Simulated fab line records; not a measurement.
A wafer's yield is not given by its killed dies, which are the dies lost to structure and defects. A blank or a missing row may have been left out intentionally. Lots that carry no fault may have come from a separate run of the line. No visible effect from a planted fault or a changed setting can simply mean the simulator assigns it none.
Problem report in the 8D (eight disciplines) form, filled by code -- flow n5-finfet -- the parts of the form that need people (team, actions taken, sign-off) are left out

== 1. THE PROBLEM ==
EOT_P at N5_BEOL_M4_RC_MEAS_101 reads a mean of 11.50 on 1 wafer of 1 lot; wafers without a fault read 10.52 with a standard deviation of 0.11. That is +8.9 standard deviations from the usual mean.
First observed at day 11 08:59: wafer L980.3, on prober-02. At this step, 31 wafers from 12 lots have a number in the record. By rule, "out" or "out of limits" means more than 4 standard deviations away from the usual mean. All remaining wafers that have a number are taken as sound.

== 2. WHAT IT IS, AND WHAT IT ISN'T ==
question,is,is not
which readings at this step,"EOT_P, EOT_N","IOFF_P, ION_N, ION_P, SS_N, VT_N, VT_P"
which lots,L980,"L974, L975, L976, L977, L978, L979, L983, L994, L995, L996, L997"
which wafers of those lots,L980.3,"L980.1, L980.4"
read on which gauges,prober-02,prober-01
when,from day 11 08:59,"up to then (17 sound wafers); but 13 sound wafers of L979, L994, L995, L996, L997 came after"

== 3. SUSPECTS, AND WHAT RULES EACH OUT ==
Counting: a tool at a process step up to the reading stays a suspect if it ran every lot that is out. Sound lots after the first of them don't rule it out here, since some wafers of a struck lot are sound.
- the gauge at N5_BEOL_M4_RC_MEAS_101: kept. All the wafers that are out were read on prober-02, and no step on other tools shows them out.
- remote-plasma-02 at N5_DUMMY_REMOVAL_PRECLEAN_08 (cleans in NF3:NH3, afs cycles 2, time 20 s, sublimation time 60 s): kept. It ran the lot that is out, L980 (day 5 12:56); its last sound lot up to then is L979 (day 5 10:29).
- pvd-sputter-03 at N5_BEOL_M4_ANNEAL_49 (time 240 s): kept. It ran the lot that is out, L980 (day 11 06:08); its last sound lot up to then is L978 (day 10 14:19).
- pvd-sputter-03 at N5_BEOL_M4_ANNEAL_89 (time 240 s): kept. It ran the lot that is out, L980 (day 11 07:01); its last sound lot up to then is L978 (day 10 15:12).
- pvd-sputter-03 at N5_BEOL_M4_ANNEAL_91 (time 240 s): kept. It ran the lot that is out, L980 (day 11 07:14); its last sound lot up to then is L978 (day 10 15:25).
Left after counting: remote-plasma-02 at N5_DUMMY_REMOVAL_PRECLEAN_08, pvd-sputter-03 at N5_BEOL_M4_ANNEAL_49, pvd-sputter-03 at N5_BEOL_M4_ANNEAL_89, pvd-sputter-03 at N5_BEOL_M4_ANNEAL_91, prober-02 at N5_BEOL_M4_RC_MEAS_101.

== 4. THE CAUSE (what the simulator had put in) ==
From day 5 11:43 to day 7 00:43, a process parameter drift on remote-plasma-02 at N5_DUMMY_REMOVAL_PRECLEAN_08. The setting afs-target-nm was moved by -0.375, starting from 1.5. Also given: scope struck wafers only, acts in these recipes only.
Counting left 5 suspects, and this tool is among them.

== 5. SEQUENCE OF EFFECTS, ordered by route ==
Each row: a reading whose mean over the struck wafers that have a number lies more than 3 standard deviations from the usual. Readings are gone through only where the record gives a usual standard deviation; hours: the median, over the lots, of the time from a lot's start at the first step in this table giving one to that lot's start at this step; sigmas: the change measured in usual standard deviations.
hours,step,reading,usual,on struck wafers,change,sigmas
0,N5_BEOL_M4_RC_MEAS_101,EOT_N,10.56,11.51,+0.95,+8.6
0,N5_BEOL_M4_RC_MEAS_101,EOT_P,10.52,11.50,+0.98,+8.9
0,N5_BEOL_M4_RC_MEAS_101,IGATE_N,0.0122 nA/um,0.0040,-0.0082,-3.6
0,N5_BEOL_M4_RC_MEAS_101,IGATE_P,0.0037 nA/um,0.0011,-0.0026,-3.8

== 6. HOW IT WOULD HAVE BEEN CAUGHT EARLIER ==
In this record the first reading out of limits at a measuring or inspecting step was taken at day 11 08:59, 141 hours after the fault began at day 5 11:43.
By day 11 08:59, every lot that is out (1) had started N5_DUMMY_REMOVAL_PRECLEAN_08 on remote-plasma-02. Had the tool been put on hold then, not one of them would have been saved.
